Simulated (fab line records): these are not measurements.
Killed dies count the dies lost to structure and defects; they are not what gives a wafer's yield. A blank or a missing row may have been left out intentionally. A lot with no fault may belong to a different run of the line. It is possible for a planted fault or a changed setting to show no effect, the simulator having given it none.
Split-lot trial || flow n5_finfet || route with 1938 steps; 7 lots, 21 wafers read

== ABOUT THE SPLIT ==
At N5_BEOL_M2_DESCUM_16 (chemistry O2, time 7 s), the setting time_s was moved away from the recipe's 7 s on 3 of the 21 wafers read, by +15.2% to +22.1%. For the rest of the wafers, this setting stayed at what the recipe calls for.

The split's own step is where the reading is taken.

== THE READING ==
CAR-EUV_of_BEOL_M2_COAT_05.thk_nm (the simulator's own value, which no gauge read), in nm, at N5_BEOL_M2_DESCUM_16 (chemistry O2, time 7 s). No usual value for it is given in the file. Here, 18 wafers ran the recipe; their average is 26.0 nm with a standard deviation of 0.075 nm.

{"wafer": "L074.1", "tool, chamber at the split": "rie_diel-06, 2,3", "time_s as run, s": 7, "against the recipe": "recipe", "CAR-EUV_of_BEOL_M2_COAT_05.thk_nm, nm": 26, "against lot-mates on the recipe": "-"}
{"wafer": "L074.2", "tool, chamber at the split": "rie_diel-06, 2,3", "time_s as run, s": 7, "against the recipe": "recipe", "CAR-EUV_of_BEOL_M2_COAT_05.thk_nm, nm": 26, "against lot-mates on the recipe": "-"}
{"wafer": "L074.3", "tool, chamber at the split": "rie_diel-06, 1", "time_s as run, s": 7, "against the recipe": "recipe", "CAR-EUV_of_BEOL_M2_COAT_05.thk_nm, nm": 26.2, "against lot-mates on the recipe": "-"}
{"wafer": "L076.1", "tool, chamber at the split": "rie_diel-05, 1,0,3", "time_s as run, s": 7, "against the recipe": "recipe", "CAR-EUV_of_BEOL_M2_COAT_05.thk_nm, nm": 26, "against lot-mates on the recipe": "-"}
{"wafer": "L076.5", "tool, chamber at the split": "rie_diel-05, 1,0,3", "time_s as run, s": 7, "against the recipe": "recipe", "CAR-EUV_of_BEOL_M2_COAT_05.thk_nm, nm": 26, "against lot-mates on the recipe": "-"}
{"wafer": "L076.6", "tool, chamber at the split": "rie_diel-05, 1,0,3", "time_s as run, s": 7, "against the recipe": "recipe", "CAR-EUV_of_BEOL_M2_COAT_05.thk_nm, nm": 26, "against lot-mates on the recipe": "-"}
{"wafer": "L080.2", "tool, chamber at the split": "rie_diel-01, 2", "time_s as run, s": 7, "against the recipe": "recipe", "CAR-EUV_of_BEOL_M2_COAT_05.thk_nm, nm": 26, "against lot-mates on the recipe": "-"}
{"wafer": "L080.4", "tool, chamber at the split": "rie_diel-01, 2", "time_s as run, s": 8.547, "against the recipe": "+22.1%", "CAR-EUV_of_BEOL_M2_COAT_05.thk_nm, nm": 25.4, "against lot-mates on the recipe": -0.6}
{"wafer": "L080.5", "tool, chamber at the split": "rie_diel-01, 3", "time_s as run, s": 8.547, "against the recipe": "+22.1%", "CAR-EUV_of_BEOL_M2_COAT_05.thk_nm, nm": 25.2, "against lot-mates on the recipe": -0.8}
{"wafer": "L090.2", "tool, chamber at the split": "rie_diel-05, 2,3,0", "time_s as run, s": 7, "against the recipe": "recipe", "CAR-EUV_of_BEOL_M2_COAT_05.thk_nm, nm": 26, "against lot-mates on the recipe": "-"}
{"wafer": "L090.3", "tool, chamber at the split": "rie_diel-05, 2,3,0", "time_s as run, s": 7, "against the recipe": "recipe", "CAR-EUV_of_BEOL_M2_COAT_05.thk_nm, nm": 26, "against lot-mates on the recipe": "-"}
{"wafer": "L090.4", "tool, chamber at the split": "rie_diel-05, 2,3,0", "time_s as run, s": 7, "against the recipe": "recipe", "CAR-EUV_of_BEOL_M2_COAT_05.thk_nm, nm": 26, "against lot-mates on the recipe": "-"}
{"wafer": "L089.2", "tool, chamber at the split": "rie_diel-06, 1,0,2", "time_s as run, s": 7, "against the recipe": "recipe", "CAR-EUV_of_BEOL_M2_COAT_05.thk_nm, nm": 26, "against lot-mates on the recipe": "-"}
{"wafer": "L089.4", "tool, chamber at the split": "rie_diel-06, 1,0,2", "time_s as run, s": 7, "against the recipe": "recipe", "CAR-EUV_of_BEOL_M2_COAT_05.thk_nm, nm": 26, "against lot-mates on the recipe": "-"}
{"wafer": "L089.6", "tool, chamber at the split": "rie_diel-06, 1,0,2", "time_s as run, s": 7, "against the recipe": "recipe", "CAR-EUV_of_BEOL_M2_COAT_05.thk_nm, nm": 26, "against lot-mates on the recipe": "-"}
{"wafer": "L092.1", "tool, chamber at the split": "rie_diel-05, 1,3", "time_s as run, s": 7, "against the recipe": "recipe", "CAR-EUV_of_BEOL_M2_COAT_05.thk_nm, nm": 26, "against lot-mates on the recipe": "-"}
{"wafer": "L092.6", "tool, chamber at the split": "rie_diel-05, 1,3", "time_s as run, s": 7, "against the recipe": "recipe", "CAR-EUV_of_BEOL_M2_COAT_05.thk_nm, nm": 26, "against lot-mates on the recipe": "-"}
{"wafer": "L092.2", "tool, chamber at the split": "rie_diel-05, 3", "time_s as run, s": 7, "against the recipe": "recipe", "CAR-EUV_of_BEOL_M2_COAT_05.thk_nm, nm": 26.2, "against lot-mates on the recipe": "-"}
{"wafer": "L093.2", "tool, chamber at the split": "rie_diel-05, 0", "time_s as run, s": 8.064, "against the recipe": "+15.2%", "CAR-EUV_of_BEOL_M2_COAT_05.thk_nm, nm": 25.6, "against lot-mates on the recipe": -0.5}
{"wafer": "L093.3", "tool, chamber at the split": "rie_diel-05, 1", "time_s as run, s": 7, "against the recipe": "recipe", "CAR-EUV_of_BEOL_M2_COAT_05.thk_nm, nm": 26.2, "against lot-mates on the recipe": "-"}
{"wafer": "L093.6", "tool, chamber at the split": "rie_diel-05, 0", "time_s as run, s": 7, "against the recipe": "recipe", "CAR-EUV_of_BEOL_M2_COAT_05.thk_nm, nm": 26, "against lot-mates on the recipe": "-"}
The file does not say which wafer passed through which chamber wherever a row lists several chambers: such a row stands for several wafers.

THE FIT
A straight line over all 21 wafers: CAR-EUV_of_BEOL_M2_COAT_05.thk_nm changes by -0.0323 nm for each +1% of time_s; r = -0.95; the points scatter about the line by 0.081 nm.
The same after taking each lot's own level away (the mean of its wafers on the recipe; 21 wafers): -0.0319 nm for each +1%; r = -0.96; scatter 0.07 nm.
The reading moves by 0.7 nm for the largest change in time_s, on that fit.
Across the lots, their own levels run from 26.00 to 26.10 nm, a range of 1.3 times the standard deviation given above.
The two slopes are in agreement: the lot-to-lot level therefore moves the slope only a little.
Check: -0.777 nm against its lot-mates is what the line predicts for one of the wafers moved furthest among these (+22.1%) when that wafer is left out of the fit. It came out at -0.6 nm against them.

== THE FILE'S OWN FIT ==
CAR-EUV_of_BEOL_M2_COAT_05.thk_nm changes by -0.0321 nm for each +1% of time_s, r = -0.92.
